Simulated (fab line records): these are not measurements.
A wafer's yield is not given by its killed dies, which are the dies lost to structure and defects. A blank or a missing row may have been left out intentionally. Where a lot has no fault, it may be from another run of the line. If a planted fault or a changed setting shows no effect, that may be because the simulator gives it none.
Comparing a struck lot with a sound one -- flow nandHarc -- 24 steps out of a route of 1302
Sound: wafers L626.2, L626.5, L626.6. Struck: wafers L621.1, L621.2, L621.3. The cause comes at the end.
Each step with rows lists, per side, the tool, then ch with its chambers, then its first start. Under that, the readings that differ: sound wafers -- struck wafers -- difference of the means -- sigmas: that difference in standard deviations of wafers without a fault.
alike: a reading whose means differ by less than 2 such deviations, as well as words and numbers matching on both sides. not compared: withheld readings; readings where some wafer has no value; bounds like >300 that might hide an equal value; numbers whose values overlap and for which the record gives no deviation.
Wherever a step has rows on one side only, a row that says differs or no value, or a row with sigmas, the two part there. When numbers do not overlap yet have no deviation, they are printed without sigmas and do not part them. A reading missing from all wafers of one side parts the sides only when that side holds two or more wafers.

NHARC_P_M0_INSPECT_27:
  sound: defectInspect-01 at day 12 02:24; struck: defectInspect-02 at day 9 11:22
reading,sound,struck,difference,sigmas
rawDefectCount,573 292 1063,312 295 425,-299,-2
NHARC_P_M0_PRE_CLEAN_31: time 12 s.
  sound on pecvd-03 ch 1,2, day 12 02:29; struck on pecvd-03 ch 0,1,2, day 9 11:26
  alike: heaterPowerW
NHARC_P_M0_DEP_32: deposits SiCN, target thk 30 nm.
  sound on pecvd-03 ch 1,2, day 12 02:38; struck on pecvd-03 ch 0,1,2, day 9 11:31
  alike: heaterPowerW
then, 8 steps without rows for these wafers: NHARC_P_M1_DEP_00 (deposits SiOC, target thk 182.5 nm); NHARC_P_M1_DEHYDRATE_01 (time 120 s); NHARC_P_M1_HMDS_02 (time 30 s); NHARC_P_M1_COAT_34 (time 65 s); NHARC_P_M1_COAT_03 (resist thk 90 nm); NHARC_P_M1_SOFTBAKE_04 (time 55 s); NHARC_P_M1_EBR_05; NHARC_P_M1_EXPOSE_06 (exposes mask P M1, target cd 130 nm).
NHARC_P_M1_PEB_07: peb time 65 s.
  sound on lithoTrack-01 ch 0, day 12 03:43; struck on lithoTrack-06 ch 0, day 9 12:41
reading,sound,struck,difference,sigmas
heaterPowerTotalW (W),156.0 156.7 156.1,161.1 160.6 161.0,+4.6,+11
plateTempC (C),100.05 100.10 100.10,102.24 101.98 101.83,+1.93,+16
then, 1 step without rows for these wafers: NHARC_P_M1_DEVELOP_08 (develop time 35 s).
NHARC_P_M1_CD_MEAS_09: the cd target is 130 nm.
  sound on cdSem-03 ch 0, day 12 03:47; struck on cdSem-02 ch 0, day 9 12:46
reading,sound,struck,difference,sigmas
cdNm (nm),128.7 129.4 128.8,134.8 134.9 135.3,+6.0,+6
NHARC_P_M1_OVL_MEAS_10: pitch 260 nm.
  sound: overlay-01 at day 12 03:53; struck: overlay-01 at day 9 12:51
  alike: overlayXNm, overlayYNm
NHARC_P_M1_INSPECT_11:
  sound: defectInspect-01 at day 12 03:55; struck: defectInspect-02 at day 9 12:53
  alike: rawDefectCount
NHARC_P_M1_DESCUM_14: chemistry O2, time 3 s.
  sound on rieDiel-10 ch 0,1,3, day 12 03:59; struck on rieDiel-10 ch 1,2,3, day 9 12:57
reading,sound,struck,difference,sigmas
model.P_M1.cdNm (nm),130.2 129.9 129.4,134.8 133.7 135.1,+4.7,
  alike: drypumpMotorCurrentA, oesProductAu, rfVppV, showerheadPlenumPTorr, throttleValvePct
  not compared: rfHoursCounterH
NHARC_P_M1_ETCH_35: etches the open film in N2/H2, target depth 40 nm, overetch 12 nm, time 43.94 s.
  sound on rieDiel-10 ch 1,2, day 12 04:04; struck on rieDiel-10 ch 1,2,3, day 9 13:03
reading,sound,struck,difference,sigmas
throttleValvePct (%),14.183 14.169 14.174,14.147 14.154 14.166,-0.020,-2
  alike: drypumpMotorCurrentA, n2FlowSccm, oesProductAu, rfVppV, showerheadPlenumPTorr
  not compared: rfHoursCounterH
NHARC_P_M1_ETCH_15: etches the open film in C4F8/Ar, target depth 182.5 nm, time 91.2 s.
  sound: rieDiel-10 ch 0,2,3; struck: rieDiel-10 ch 1,2,3
  alike: oesProductAu, rfVppV
  not compared: rfHoursCounterH
NHARC_P_M1_CD_MEAS_16:
  sound: cdSem-01 at day 12 04:17; struck: cdSem-01 at day 9 13:18
reading,sound,struck,difference,sigmas
cdNm (nm),130.0 130.1 129.1,134.9 132.7 135.2,+4.5,+4
NHARC_P_M1_STRIP_18: strips in N2/H2.
  sound on rieDiel-07 ch 0,1, day 12 04:23; struck on rieDiel-10 ch 1,2,3, day 9 13:22
  alike: drypumpMotorCurrentA, n2FlowSccm, oesProductAu, rfVppV, showerheadPlenumPTorr, throttleValvePct
  not compared: rfHoursCounterH
NHARC_P_M1_ETCH_28: etches the open film in CF4/N2, target depth 30 nm, time 72.99 s.
  sound: rieDiel-07 ch 0,3; struck: rieDiel-10 ch 1,2,3
reading,sound,struck,difference,sigmas
throttleValvePct (%),19.804 19.817 19.814,19.786 19.795 19.785,-0.023,-2
model.P_M1.cdNm (nm),130.6 130.9 129.6,134 132.8 135.6,+4,
  alike: drypumpMotorCurrentA, n2FlowSccm, oesProductAu, rfVppV, showerheadPlenumPTorr
  not compared: rfHoursCounterH
then, 1 step without rows for these wafers: NHARC_P_M1_STRIP_19 (strips in post etch residue remover, time 600 s).
-- break in the record here, with 18 days between the starts of the struck wafers on either side (left off in module P_M1, picked up again in module END, where the first step shown is number 1302 on the route) --
NHARC_END_SORT_01:
  sound on prober-01 ch 0, day 29 20:13; struck on prober-01 ch 0, day 27 14:41
reading,sound,struck,difference,sigmas
killedAtOther,0 1 0,5 1 8,+4,+3
  alike: defectLimitedYield, killedAtArray, killedAtPeriphery, killedDies, killedOpen, killedShort, sort_bin_2_pct, sort_bin_3_pct, sort_bin_4_pct, sortNPass, sortRimYieldPct, sortYieldPct

WHERE THEY PART
At NHARC_P_M0_INSPECT_27 first; at NHARC_END_SORT_01 last (within this record only).

WHY: the cause the simulator had injected
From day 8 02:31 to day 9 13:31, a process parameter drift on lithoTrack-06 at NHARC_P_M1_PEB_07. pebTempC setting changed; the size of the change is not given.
